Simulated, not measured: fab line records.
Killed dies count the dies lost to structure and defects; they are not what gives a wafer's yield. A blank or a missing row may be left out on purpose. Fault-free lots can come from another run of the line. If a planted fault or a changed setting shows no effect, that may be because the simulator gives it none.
Which tool was responsible? | flow n5 finfet | Sampling: 10 lots, 30 wafers, 3 of 1938 route steps

## WHAT THE GAUGES READ, wafer by wafer
N5_HKMG_FIN_INSPECT_14: inspects for defects (macro).
lot  | measured    | on                | raw defect count
L158 | day 4 03:43 | defect inspect-02 | 3 3 4
L160 | day 4 16:40 | defect inspect-01 | 1 2 2
L161 | day 4 21:50 | defect inspect-02 | 2 4 4
L164 | day 5 14:53 | defect inspect-02 | 0 4 2
L165 | day 6 02:01 | defect inspect-02 | 1 6 3
L169 | day 7 00:49 | defect inspect-02 | 2 2 3
L170 | day 7 08:41 | defect inspect-02 | >300 >300 >300
L171 | day 7 11:35 | defect inspect-02 | 3 1 2
L177 | day 8 22:16 | defect inspect-02 | >300 >300 >300
L181 | day 9 20:44 | defect inspect-01 | 2 3 2

## WHAT TOOL EACH LOT RAN ON (gives the tool, then ch and the chambers of the sampled wafers, and finally the start)
lot  | N5_HKMG_FIN_STRIP_60                | N5_HKMG_FIN_WET_ETCH_82
L158 | plasma asher-02 ch 0,1, day 4 01:21 | wet bench-03 ch 1,5,7, day 4 02:34
L160 | plasma asher-02 ch 0,1, day 4 14:12 | wet bench-06 ch 0,4,6, day 4 15:24
L161 | plasma asher-01 ch 0,1, day 4 19:26 | wet bench-05 ch 1,6,7, day 4 20:41
L164 | plasma asher-02 ch 0,1, day 5 12:29 | wet bench-03 ch 0,1,7, day 5 13:44
L165 | plasma asher-01 ch 0,1, day 5 23:34 | wet bench-03 ch 1,2,5, day 6 00:45
L169 | plasma asher-01 ch 1, day 6 22:22   | wet bench-06 ch 1,3,4, day 6 23:33
L170 | plasma asher-02 ch 0,1, day 7 06:13 | wet bench-06 ch 0,3,7, day 7 07:23
L171 | plasma asher-02 ch 0,1, day 7 09:03 | wet bench-05 ch 3,6,7, day 7 10:19
L177 | plasma asher-02 ch 0,1, day 8 19:56 | wet bench-06 ch 1,6,7, day 8 21:08
L181 | plasma asher-01 ch 0,1, day 9 18:23 | wet bench-05 ch 0,1,7, day 9 19:35
- N5_HKMG_FIN_STRIP_60: strips in N2/H2, time 360 s.
- N5_HKMG_FIN_WET_ETCH_82: etches La2O3 in dHCl, stops on HfO2, target depth 2 nm, rinse time 30 s.

## THE ANSWER, worked out from the rows above alone
Rule: usual is defined by the lots themselves. The widest of any qualifying gaps counts: lots, ordered by their means at a reading, are off when they make up no more than a third of the lots, leave a main group of 4 or more, and stand apart from it by 3 or more times the standard deviation of that group's means. A main group is skipped when, at the precision printed for the reading in the tables above, its means are all equal. Also off: a lot with no number at a reading for which 4 or more lots have one. Where the step has rows for the other lots, those lots are counted as sound.
Off, at N5_HKMG_FIN_INSPECT_14 on raw defect count: L170, L177. Without a number there: L170, L177. The main group: mean 2.5, standard deviation 0.64.
If a tool, at a process step before that reading, ran all the lots that are off and no sound lot after the first of them, it fits. Those tools and the gauges at N5_HKMG_FIN_INSPECT_14 are tried in the same way. One fits: wet bench-06 at N5_HKMG_FIN_WET_ETCH_82. Its last sound lot is L169 (day 6 23:33), its first lot that is off L170 (day 7 07:23): a fault that began between those two fits.

## WHAT THE SIMULATOR HAD PUT IN
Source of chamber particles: wet bench-06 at N5_HKMG_FIN_WET_ETCH_82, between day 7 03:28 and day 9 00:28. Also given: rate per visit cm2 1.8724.
Lots struck among those shown: L170, L177. The rule above reached the same finding.
